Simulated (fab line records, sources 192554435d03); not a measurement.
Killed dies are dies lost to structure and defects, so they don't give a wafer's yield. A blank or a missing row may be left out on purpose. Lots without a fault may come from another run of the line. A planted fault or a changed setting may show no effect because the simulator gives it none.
Which tool did it? | flow n5_finfet | 12 lots, 36 wafers sampled, at 3 steps of a route of 1938

WHAT THE GAUGES READ, wafer by wafer
N5_MOL_CONTACT_COAG_OVL_MEAS_09.
lot  | measured     | on         | CA_OVL (nm)
L075 | day 4 22:56  | overlay-01 | -0.1 0.6 0.0
L077 | day 5 09:29  | overlay-01 | 0.6 -0.7 0.7
L079 | day 5 21:08  | overlay-01 | 0.4 -0.3 0.9
L081 | day 6 12:23  | overlay-02 | -0.3 0.6 0.2
L083 | day 7 01:41  | overlay-01 | 0.7 0.6 0.5
L085 | day 7 11:21  | overlay-01 | 1.9 0.6 -0.7
L087 | day 8 05:20  | overlay-01 | 0.7 1.5 1.3
L089 | day 8 12:40  | overlay-01 | -0.8 -0.5 0.0
L091 | day 9 00:59  | overlay-02 | -0.8 1.1 -1.5
L093 | day 9 13:58  | overlay-02 | -1.6 0.6 -0.1
L095 | day 10 01:33 | overlay-02 | -0.3 -1.5 0.0
L097 | day 10 13:26 | overlay-01 | 0.9 -0.3 -0.3

WHICH TOOL RAN EACH LOT (tool, then ch and the chambers of the sampled wafers, then the start)
lot  | N5_GATE_CUT_VAPOR_ETCH_60        | N5_GATE_CUT_SAC_CAP_01
L075 | rie_metal-03 ch 0,1, day 4 14:45 | ald_sin-01 ch 0,1,3, day 4 15:38
L077 | rie_metal-01 ch 0,1, day 5 02:05 | ald_sin-01 ch 1,2, day 5 02:39
L079 | rie_metal-02 ch 0,1, day 5 13:59 | ald_sin-02 ch 0,1, day 5 14:23
L081 | rie_metal-01 ch 0,1, day 6 05:07 | ald_sin-01 ch 1,2, day 6 05:31
L083 | rie_metal-02 ch 0,1, day 6 18:22 | ald_sin-01 ch 0,2,3, day 6 18:44
L085 | rie_metal-02 ch 0,1, day 7 03:43 | ald_sin-01 ch 1,2, day 7 04:05
L087 | rie_metal-01 ch 0,1, day 7 21:15 | ald_sin-02 ch 1,3, day 7 22:13
L089 | rie_metal-02 ch 0,1, day 8 04:12 | ald_sin-01 ch 0,2, day 8 05:16
L091 | rie_metal-03 ch 0,1, day 8 16:25 | ald_sin-03 ch 0,1,2, day 8 17:25
L093 | rie_metal-02 ch 0,1, day 9 06:42 | ald_sin-02 ch 0,1,2, day 9 07:04
L095 | rie_metal-03 ch 0,1, day 9 16:53 | ald_sin-02 ch 0,2,3, day 9 18:06
L097 | rie_metal-01 ch 1, day 10 05:35  | ald_sin-01 ch 0,1,3, day 10 06:07
- N5_GATE_CUT_VAPOR_ETCH_60: etches HfO2 in BCl3/Cl2.
- N5_GATE_CUT_SAC_CAP_01: material SiNx, target thk 24 nm, pulse time 1 s, ald cycles 480.

THE ANSWER, worked out from the rows above alone
Rule: what is usual is taken from the lots themselves. Put in order of their means at a reading, lots are off if they are a third of the lots or fewer, leave a main group of 4 or more, and stand apart from it by a gap of 3 or more times the standard deviation of the main group's means; of several such gaps the widest counts. A main group whose means are all the same, to the digits that the tables above print for the reading, isn't used. A lot without any number at a reading at which 4 lots or more have one is off too. The other lots that the step has rows for count as sound.
No lot is off at any reading shown: from this, nothing can be told.

WHAT THE SIMULATOR HAD PUT IN
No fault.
